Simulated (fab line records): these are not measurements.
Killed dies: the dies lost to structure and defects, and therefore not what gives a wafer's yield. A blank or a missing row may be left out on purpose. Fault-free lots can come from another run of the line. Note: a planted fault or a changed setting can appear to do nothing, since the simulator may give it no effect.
A struck lot beside a sound one	flow n5Finfet	15 out of 1938 route steps
Sound: these wafers, L206.3, L206.4, L206.6. Wafers struck: L212.1, L212.3, L212.6. The cause comes at the end.
At each step with rows: each side's tool, then ch and its chambers, then its first start. Under that, the readings that differ: sound wafers	struck wafers	difference of the means	sigmas: that difference in standard deviations of wafers without a fault.
alike: same words and numbers on both sides, and readings whose means sit less than 2 such deviations apart. not compared: any withheld reading, any reading some wafer has no value for, any bound like >300 that may hide the same value, and any number with overlapping values for which the record gives no deviation.
A row with sigmas, a row that says differs or no value, or rows on one side alone: a step with any of these is where the two part. Numbers that have no deviation but don't overlap get no sigmas and don't part them. A reading missing from all wafers of one side parts the sides only when that side holds two or more wafers.

N5_BEOL_M9_ETCH_76: etches underlayer in N2/H2, target depth 6.5 nm, time 5.2 s.
  sound on rieDiel-04 ch 2,3, day 11 00:37; struck on rieDiel-01 ch 0,2, day 12 15:25
  alike: drypumpMotorCurrentA, etchRfOnTimeS, oesProductAu, rfVppV, showerheadPlenumPTorr, throttleValvePct
  not compared: rfHoursCounterH
then, 1 step without rows for these wafers: N5_BEOL_M9_ETCH_65 (etches SiARC in CF4, target depth 15.6 nm, time 26 s).
N5_BEOL_M9_ETCH_66: etches SOC in N2/H2, target depth 80 nm, overetch 16 nm, time 120 s.
  sound on rieDiel-04 ch 2,3, day 11 00:39; struck on rieDiel-01 ch 0,2, day 12 15:28
  alike: drypumpMotorCurrentA, oesProductAu, rfVppV, showerheadPlenumPTorr, tempC, throttleValvePct
  not compared: rfHoursCounterH
then, 2 steps without rows for these wafers: N5_BEOL_M9_STRIP_69 (strips in N2/H2); N5_BEOL_M9_STRIP_77 (strips in N2/H2).
N5_BEOL_M9_VIA_ETCH_34: etches SiCOH lowk in C4F6/O2, target depth 182.4 nm, time 68.4 s.
  sound on rieDiel-04 ch 2,3, day 11 00:45; struck on rieDiel-01 ch 0,2, day 12 15:34
  alike: drypumpMotorCurrentA, oesProductAu, rfVppV, showerheadPlenumPTorr, throttleValvePct
  not compared: rfHoursCounterH
then, 3 steps without rows for these wafers: N5_BEOL_M9_STRIP_73 (strips in C4F6/O2); N5_BEOL_M9_STRIP_36 (strips in N2/H2); N5_BEOL_M9_TRENCH_ETCH_37 (etches SiCOH lowk in C4F6/O2, target depth 151.43 nm, time 49 s).
N5_BEOL_M9_ETCH_41: etches SiCN in CH3F/O2, target depth 36.6 nm, time 70.1 s.
  sound on rieDiel-04 ch 2,3; struck on rieDiel-01 ch 0,2
  alike: drypumpMotorCurrentA, oesProductAu, rfVppV, showerheadPlenumPTorr, throttleValvePct
  not compared: rfHoursCounterH
N5_BEOL_M9_STRIP_80: strips in N2/H2, time 10 s.
  sound on rieDiel-04 ch 2,3; struck on rieDiel-01 ch 0,2
  alike: drypumpMotorCurrentA, oesProductAu, rfVppV, showerheadPlenumPTorr, tempC, throttleValvePct
  not compared: rfHoursCounterH
N5_BEOL_M9_OCD_MEAS_38:
  sound on ocd-02 at day 11 01:02; struck on ocd-01 at day 12 15:50
  alike: trenchDepthNm
N5_BEOL_M9_HM_STRIP_39: strips TiN in peroxide tin strip, target depth 25 nm, time 158 s.
  sound on wetBench-04 ch 1,4,6, day 11 01:04; struck on wetBench-04 ch 0,3,4, day 12 15:53
reading	sound	struck	difference	sigmas
runLengthS (s)	164.0 164.6 164.3	186.2 188.9 190.2	+24.1	+9
  alike: bathHeatDutyPct, tempC
then, 1 step without rows for these wafers: N5_BEOL_M9_SRD_40 (time 30 s).
-- here the record skips 3 days between the struck wafers' starts before and after, leaving off in module BEOL_M9 and picking up in module PASSIVATION (first step shown: number 1936 of the route) --
N5_PASSIVATION_PROBE_49:
  sound on prober-01 at day 13 13:07; struck on prober-02 at day 15 03:57
  alike: defectLimitedYield, killed_at_M0_to_M3, killed_at_M4_up, killedAtContacts, killedAtFrontEnd, killedAtOther, killedDies, killedOpen, killedShort, sort_bin_5_function, sort_bin_6_memory, sort_bin_8_speed, sortNPass, sortYieldPct

## WHERE THEY PART
Within this record, at N5_BEOL_M9_HM_STRIP_39 only. Later steps at which nothing parts them and some readings are alike: N5_PASSIVATION_PROBE_49.

WHY: whatever the simulator had introduced
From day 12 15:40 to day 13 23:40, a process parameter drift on wetBench-04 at N5_BEOL_M9_HM_STRIP_39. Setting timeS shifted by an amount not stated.
